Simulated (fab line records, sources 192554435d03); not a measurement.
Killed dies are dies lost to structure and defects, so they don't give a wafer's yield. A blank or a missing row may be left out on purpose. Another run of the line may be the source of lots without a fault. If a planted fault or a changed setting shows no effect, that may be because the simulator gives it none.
Chamber matching -- flow n5-finfet -- N5_PMOS_HMC_CHANNEL_EPI_FIN_RECESS_16 on rie-si-06: 4 sister chambers
The step chemistry HBr/Cl2, target Si, target depth 54 nm, time 18 s. 8 wafers are shown with their chamber, then 12 later ones without.

## EACH WAFER AND ITS CHAMBER
wafer,chamber,throttle-valve-pct (%),drypump-motor-current-A (A)
L086.1,3,35.47,5.6
L086.2,1,35.54,5.6
L090.3,1,35.55,5.6
L090.4,3,35.46,5.7
L090.5,0,35.65,5.6
L091.2,0,35.66,5.7
L091.4,2,35.50,5.8
L091.6,2,35.50,5.7

## WAFERS WHOSE CHAMBER IS MISSING
wafer,throttle-valve-pct (%),drypump-motor-current-A (A)
L092.2,35.56,5.6
L092.3,35.48,5.8
L092.5,35.65,5.7
L094.1,35.55,5.6
L094.3,35.63,5.6
L094.4,35.46,5.6
L095.2,35.63,5.6
L095.3,35.48,5.8
L095.4,35.48,5.6
L096.3,35.65,5.7
L096.4,35.48,5.6
L096.5,35.64,5.7

## THE CHAMBER EACH PASSED THROUGH
wafer,from the rows above,in truth
L092.2,1,1
L092.3,can't be placed: 2 or 3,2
L092.5,0,0
L094.1,1,1
L094.3,0,0
L094.4,3,3
L095.2,0,0
L095.3,can't be placed: 2 or 3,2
L095.4,can't be placed: 3 or 2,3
L096.3,0,0
L096.4,can't be placed: 3 or 2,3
L096.5,0,0
8 of 12 placed correctly. Not placeable from these rows: 4 (in 4, the candidates include the true chamber). Number placed wrongly: 0.
How it was worked out, from the rows above alone: a wafer's distance from a chamber is the root of the sum, over the readings, of the square of ((its reading less the chamber's mean) divided by the reading's scatter). If the next closest chamber is less than 2 further off than the closest, the wafer can't be placed; otherwise it belongs to the closest. The mean given for a chamber averages the wafers shown for that chamber. The scatter is the square root of a quotient: the sum, over the shown wafers, of each reading's squared deviation from its chamber's mean, divided by wafers minus chambers.
